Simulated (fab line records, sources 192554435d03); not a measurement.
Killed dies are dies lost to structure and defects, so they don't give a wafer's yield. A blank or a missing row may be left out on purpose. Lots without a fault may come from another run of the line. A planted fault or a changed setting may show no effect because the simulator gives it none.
fab line records | flow n5_finfet
record lots=12 wafers=36 last_day=20
route steps=1938 shown BEOL_M10@1522 BEOL_M11@1541
lots that met no fault: from a run of the same line without faults
start_h: hours from the record's first day to the start of the lot's first wafer shown | wait_h: hours since the lot's step before | " the same as in the row above | L1.1+2: a row that stands for several wafers | - no value, or no start given | * or withheld: withheld | < > ~ a bound
route shown NAME@n: a module of which the file shows steps, and the number in the route of the first | usual: mean/standard deviation of fault-free wafers | same: alike in all rows | chamber/n: place in a boat | sites: the reading at each site | _std_site: their standard deviation | _edge_site: outer sites' mean less inner sites' | radius_mm: how far each site lies from the wafer's centre | mask NAME#n: copy n | behind: the tool/chamber that last shaped the wafer | hold: why the lot was held/for how many hours/how that ended | device: the transistor (n, p or np) that didn't switch | end of line: the same wafers' tests at the end of the route | a step without rows: its recipe alone | killed: dies lost to structure and defects at the first sort, not the wafer's yield | map: a wafer's dies, x killed, . not, _ none there
set.NAME: the setting as run; set.NAME@STEP: as run at that earlier step | model.NAME: the simulator's own value behind a step, which no gauge read
steps of the route over a sample of lots; a table a step, a row a wafer
services: from which hour (start_h, from the record's first day; less than 0 if before it) a tool's chamber was out of use, for how many hours, and why
## steps
# step N5_BEOL_M10_DEGAS_44
# recipe ambient=vacuum temp_c=250 time_s=60
# usual heater_power_w=353/38
# columns lot.wafer tool chamber start_h wait_h heater_power_w
L495.2 pvd_sputter-01 - 255.89 0.3 316
L495.5 " - " " 308
L495.6 " - " " 324
L494.1 pvd_sputter-03 - 256.65 0.3 324
L494.2 " - " " 333
L494.4 " - " " 313
L493.2 pvd_sputter-01 - 259.07 0.3 322
L493.3 " - " " 396
L493.6 " - " " 319
L498.1 pvd_sputter-03 - 278.74 0.3 325
L498.3 " - " " 420
L498.5 " - " " 320
L500.2 pvd_sputter-01 - 303.27 0.4 398
L500.3 " - " " 352
L500.5 " - " " 392
L503.2 pvd_sputter-02 - 308.27 0.6 366
L503.3 " - " " 405
L503.4 " - " " 389
L511.3 pvd_sputter-03 - 384.68 0.2 328
L511.4 " - " " 409
L511.5 " - " " 402
L510.1 pvd_sputter-01 - 386.94 0.4 397
L510.2 " - " " 343
L510.6 " - " " 398
L512.1 pvd_sputter-01 - 392.93 0.6 347
L512.2 " - " " 323
L512.3 " - " " 402
L515.1 pvd_sputter-03 - 402.43 0.4 329
L515.2 " - " " 403
L515.5 " - " " 299
L513.4 pvd_sputter-02 - 402.97 0.3 409
L513.5 " - " " 369
L513.6 " - " " 367
L514.2 pvd_sputter-01 - 419.84 1.0 329
L514.3 " - " " 311
L514.6 " - " " 323
# step N5_BEOL_M10_THK_MEAS_53
# recipe thk_meas_gauge=xrf reads=Cu_of_BEOL_M10_ECD_50
# usual M10_THK=138.0/2.5
# columns lot.wafer tool chamber start_h wait_h M10_THK[nm]
L495.2 film_metro-01 - 257.79 - 135.7
L495.5 " - " " 135.1
L495.6 " - " " 136.4
L494.1 film_metro-01 - 258.37 - 136.0
L494.2 " - " " 139.9
L494.4 " - " " 141.0
L493.2 film_metro-01 - 260.52 - 137.7
L493.3 " - " " 139.7
L493.6 " - " " 138.0
L498.1 film_metro-01 - 281.67 - 140.2
L498.3 " - " " 142.0
L498.5 " - " " 139.1
L500.2 film_metro-01 - 304.84 - 135.2
L500.3 " - " " 136.4
L500.5 " - " " 132.3
L503.2 film_metro-01 - 309.73 - 133.4
L503.3 " - " " 135.8
L503.4 " - " " 137.1
L511.3 film_metro-02 - 387.06 - 133.5
L511.4 " - " " 139.1
L511.5 " - " " 142.2
L510.1 film_metro-02 - 389.87 - 133.8
L510.2 " - " " 135.7
L510.6 " - " " 136.4
L512.1 film_metro-01 - 394.89 - 137.5
L512.2 " - " " 138.1
L512.3 " - " " 136.6
L515.1 film_metro-02 - 404.15 - 134.9
L515.2 " - " " 136.0
L515.5 " - " " 136.3
L513.4 film_metro-02 - 404.93 - 138.2
L513.5 " - " " 136.9
L513.6 " - " " 141.4
L514.2 film_metro-01 - 421.40 - 138.9
L514.3 " - " " 139.1
L514.6 " - " " 137.8
# step N5_BEOL_M10_INSPECT_58
# recipe inspect_instrument=darkfield mode=post_dep
# usual raw_defect_count=68/21
# columns lot.wafer tool chamber start_h wait_h raw_defect_count
L495.2 defect_inspect-01 - 257.95 0.0 74
L495.5 " - " " 82
L495.6 " - " " 137
L494.1 defect_inspect-01 - 258.53 0.0 103
L494.2 " - " " 64
L494.4 " - " " 72
L493.2 defect_inspect-01 - 260.69 0.0 60
L493.3 " - " " 68
L493.6 " - " " 32
L498.1 defect_inspect-01 - 281.86 0.0 105
L498.3 " - " " 95
L498.5 " - " " 106
L500.2 defect_inspect-01 - 305.00 0.0 70
L500.3 " - " " 57
L500.5 " - " " 54
L503.2 defect_inspect-01 - 309.89 0.0 50
L503.3 " - " " 61
L503.4 " - " " 66
L511.3 defect_inspect-02 - 387.25 0.0 40
L511.4 " - " " 51
L511.5 " - " " 53
L510.1 defect_inspect-01 - 390.04 0.0 81
L510.2 " - " " 91
L510.6 " - " " 90
L512.1 defect_inspect-02 - 395.07 0.0 156
L512.2 " - " " 81
L512.3 " - " " 71
L515.1 defect_inspect-01 - 404.31 0.0 88
L515.2 " - " " 70
L515.5 " - " " 62
L513.4 defect_inspect-01 - 405.13 0.0 61
L513.5 " - " " 81
L513.6 " - " " 54
L514.2 defect_inspect-02 - 421.56 0.0 47
L514.3 " - " " 60
L514.6 " - " " 28
# step N5_BEOL_M11_COAT_59
# recipe resist=SOC temp_c=250 time_s=60 spin_rpm=1500 resist_thk_nm=100
# usual chill_plate_temp_C=23.00/0.095 heater_power_total_W=500.7/1.8 plate_temp_C=250.02/0.17 spin_speed_rpm=1499.9/1.1
# columns lot.wafer tool chamber start_h wait_h chill_plate_temp_C heater_power_total_W plate_temp_C spin_speed_rpm
L495.2 litho_track-02 0 258.96 0.1 23.08 498.2 249.80 1498.9
L495.5 " 0 " " 22.88 497.8 249.94 1499.8
L495.6 " 0 " " 22.87 499.3 250.08 1501.0
L494.1 litho_track-02 0 259.40 0.1 22.92 503.2 249.70 1500.4
L494.2 " 0 " " 22.96 503.4 249.68 1500.1
L494.4 " 0 " " 22.94 499.3 249.78 1500.0
L493.2 litho_track-01 0 261.54 0.1 23.04 498.1 250.18 1499.7
L493.3 " 0 " " 23.02 498.9 249.96 1501.0
L493.6 " 0 " " 23.15 501.0 249.93 1499.4
L498.1 litho_track-02 0 283.22 0.1 22.80 501.8 249.83 1499.6
L498.3 " 0 " " 22.98 498.6 250.08 1501.4
L498.5 " 0 " " 22.84 502.0 249.96 1500.9
L500.2 litho_track-02 0 307.72 0.1 23.29 490.2 246.67 1499.0
L500.3 " 0 " " 23.16 491.8 246.71 1500.0
L500.5 " 0 " " 23.29 491.4 247.02 1499.7
L503.2 litho_track-02 0 313.20 0.1 22.96 494.8 246.80 1499.6
L503.3 " 0 " " 22.97 492.8 246.65 1499.3
L503.4 " 0 " " 22.98 491.0 246.82 1498.4
L511.3 litho_track-05 0 390.12 0.1 22.98 501.7 250.17 1501.1
L511.4 " 0 " " 23.12 502.7 250.18 1500.2
L511.5 " 0 " " 22.92 500.5 249.88 1501.2
L510.1 litho_track-05 0 391.84 0.1 23.05 497.7 249.92 1501.0
L510.2 " 0 " " 22.96 501.6 250.21 1499.1
L510.6 " 0 " " 23.05 500.1 250.36 1499.9
L512.1 litho_track-02 0 396.58 0.1 23.07 502.0 250.19 1500.2
L512.2 " 0 " " 22.99 502.5 250.01 1499.9
L512.3 " 0 " " 22.97 502.8 250.27 1500.7
L515.1 litho_track-01 0 407.11 0.1 22.94 501.4 249.72 1500.2
L515.2 " 0 " " 22.91 500.4 250.21 1500.6
L515.5 " 0 " " 23.04 500.7 250.11 1499.8
L513.4 litho_track-02 0 407.72 0.1 22.97 498.6 250.14 1501.5
L513.5 " 0 " " 23.08 497.5 249.94 1501.5
L513.6 " 0 " " 23.06 497.8 250.03 1499.3
L514.2 litho_track-05 0 424.06 0.1 23.09 499.5 250.23 1499.4
L514.3 " 0 " " 22.88 503.4 249.89 1497.4
L514.6 " 0 " " 23.01 499.5 250.17 1498.6
## services
# columns tool chamber start_h hours kind
pvd_sputter-02 - 265.13 12.8 repair
litho_track-02 - 267.81 - consumable_replace:filter
pvd_sputter-03 - 361.72 2.7 repair
litho_track-01 - 371.14 - consumable_replace:filter
## key
first_sign step=N5_BEOL_M11_COAT_59 reading=plate_temp_C direction=down sigmas=19 usual=* struck=*
effect step=N5_BEOL_M11_COAT_59 reading=heater_power_total_W direction=down sigmas=4.9 usual=* struck=*
met_at N5_BEOL_M11_COAT_59
struck_lots L500,L503
not_acting_at N5_BEOL_M10_DEGAS_44,N5_BEOL_M10_THK_MEAS_53,N5_BEOL_M10_INSPECT_58
onset_between 283.22 307.72
fault kind=process_parameter_drift tool=litho_track-02 chamber=- onset_h=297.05 steps=N5_BEOL_M11_COAT_59 channel=temp_c offset=* shape=step end_h=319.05 acts_in=* stated=*
